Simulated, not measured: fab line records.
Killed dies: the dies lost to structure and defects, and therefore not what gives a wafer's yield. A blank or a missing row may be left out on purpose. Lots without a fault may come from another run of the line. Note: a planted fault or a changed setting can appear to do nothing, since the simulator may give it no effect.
Matching of chambers :: flow nand-harc :: NHARC_A_CONTACT_DESCUM_47 on rie-diel-04 has 4 sister chambers
The step chemistry O2, time 3 s. 16 wafers are shown with their chamber, then 8 later ones without.

WAFERS WITH THEIR CHAMBER
wafer: L454.2
chamber: 0
drypump-motor-current-A (A): 6.8
showerhead-plenum-p-Torr (Torr): 1.76
oes-product-au (a.u.): 0.994

wafer: L454.3
chamber: 3
drypump-motor-current-A (A): 6.3
showerhead-plenum-p-Torr (Torr): 1.93
oes-product-au (a.u.): 0.999

wafer: L454.4
chamber: 2
drypump-motor-current-A (A): 5.7
showerhead-plenum-p-Torr (Torr): 2.00
oes-product-au (a.u.): 1.000

wafer: L463.1
chamber: 1
drypump-motor-current-A (A): 5.2
showerhead-plenum-p-Torr (Torr): 1.89
oes-product-au (a.u.): 1.008

wafer: L463.4
chamber: 0
drypump-motor-current-A (A): 6.8
showerhead-plenum-p-Torr (Torr): 2.07
oes-product-au (a.u.): 1.000

wafer: L463.5
chamber: 1
drypump-motor-current-A (A): 5.2
showerhead-plenum-p-Torr (Torr): 1.89
oes-product-au (a.u.): 1.006

wafer: L465.2
chamber: 3
drypump-motor-current-A (A): 6.3
showerhead-plenum-p-Torr (Torr): 1.93
oes-product-au (a.u.): 1.002

wafer: L465.4
chamber: 0
drypump-motor-current-A (A): 6.8
showerhead-plenum-p-Torr (Torr): 2.07
oes-product-au (a.u.): 1.003

wafer: L465.5
chamber: 0
drypump-motor-current-A (A): 6.8
showerhead-plenum-p-Torr (Torr): 2.07
oes-product-au (a.u.): 1.003

wafer: L466.2
chamber: 3
drypump-motor-current-A (A): 6.3
showerhead-plenum-p-Torr (Torr): 1.93
oes-product-au (a.u.): 1.010

wafer: L466.3
chamber: 2
drypump-motor-current-A (A): 5.7
showerhead-plenum-p-Torr (Torr): 1.99
oes-product-au (a.u.): 1.006

wafer: L466.4
chamber: 0
drypump-motor-current-A (A): 6.8
showerhead-plenum-p-Torr (Torr): 2.07
oes-product-au (a.u.): 1.006

wafer: L470.1
chamber: 3
drypump-motor-current-A (A): 6.2
showerhead-plenum-p-Torr (Torr): 1.92
oes-product-au (a.u.): 1.014

wafer: L470.3
chamber: 2
drypump-motor-current-A (A): 5.7
showerhead-plenum-p-Torr (Torr): 1.99
oes-product-au (a.u.): 1.005

wafer: L470.4
chamber: 0
drypump-motor-current-A (A): 6.8
showerhead-plenum-p-Torr (Torr): 2.07
oes-product-au (a.u.): 0.997

wafer: L474.1
chamber: 2
drypump-motor-current-A (A): 5.7
showerhead-plenum-p-Torr (Torr): 1.99
oes-product-au (a.u.): 1.012

SIGNATURES, as means of the wafers listed above
reading: drypump-motor-current-A
chamber 0: 6.800
chamber 1: 5.200
chamber 2: 5.700
chamber 3: 6.275
scatter within a chamber: 0.025

reading: showerhead-plenum-p-Torr
chamber 0: 2.0183
chamber 1: 1.8900
chamber 2: 1.9925
chamber 3: 1.9275
scatter within a chamber: 0.0818

reading: oes-product-au
chamber 0: 1.00050
chamber 1: 1.00700
chamber 2: 1.00575
chamber 3: 1.00625
scatter within a chamber: 0.00514
Rule: a wafer's distance from a chamber is the root of the sum, over the readings, of the square of ((its reading less the chamber's mean) divided by the reading's scatter). If the next closest chamber is less than 2 further off than the closest, the wafer can't be placed; otherwise it belongs to the closest. How the scatter is found: for the shown wafers, subtract from each reading the mean of its chamber, square and add these, divide the total by (wafers less chambers), then take the root.

WAFERS WHOSE CHAMBER IS MISSING
wafer: L474.4
drypump-motor-current-A (A): 6.3
showerhead-plenum-p-Torr (Torr): 1.92
oes-product-au (a.u.): 1.018

wafer: L474.5
drypump-motor-current-A (A): 5.7
showerhead-plenum-p-Torr (Torr): 1.99
oes-product-au (a.u.): 1.013

wafer: L475.1
drypump-motor-current-A (A): 5.7
showerhead-plenum-p-Torr (Torr): 1.98
oes-product-au (a.u.): 1.005

wafer: L475.5
drypump-motor-current-A (A): 6.8
showerhead-plenum-p-Torr (Torr): 2.07
oes-product-au (a.u.): 0.991

wafer: L475.6
drypump-motor-current-A (A): 6.3
showerhead-plenum-p-Torr (Torr): 1.92
oes-product-au (a.u.): 1.001

wafer: L476.1
drypump-motor-current-A (A): 6.3
showerhead-plenum-p-Torr (Torr): 1.92
oes-product-au (a.u.): 1.004

wafer: L476.2
drypump-motor-current-A (A): 5.7
showerhead-plenum-p-Torr (Torr): 1.98
oes-product-au (a.u.): 1.007

wafer: L476.6
drypump-motor-current-A (A): 5.1
showerhead-plenum-p-Torr (Torr): 1.88
oes-product-au (a.u.): 1.003

WHICH CHAMBER EACH WENT THROUGH
wafer: L474.4
from the rows above: 3
in truth: 3

wafer: L474.5
from the rows above: 2
in truth: 2

wafer: L475.1
from the rows above: 2
in truth: 2

wafer: L475.5
from the rows above: 0
in truth: 0

wafer: L475.6
from the rows above: 3
in truth: 3

wafer: L476.1
from the rows above: 3
in truth: 3

wafer: L476.2
from the rows above: 2
in truth: 2

wafer: L476.6
from the rows above: 1
in truth: 1
Correct placement for 8 of the 8. From these rows, 0 cannot be placed. Number placed wrongly: 0.
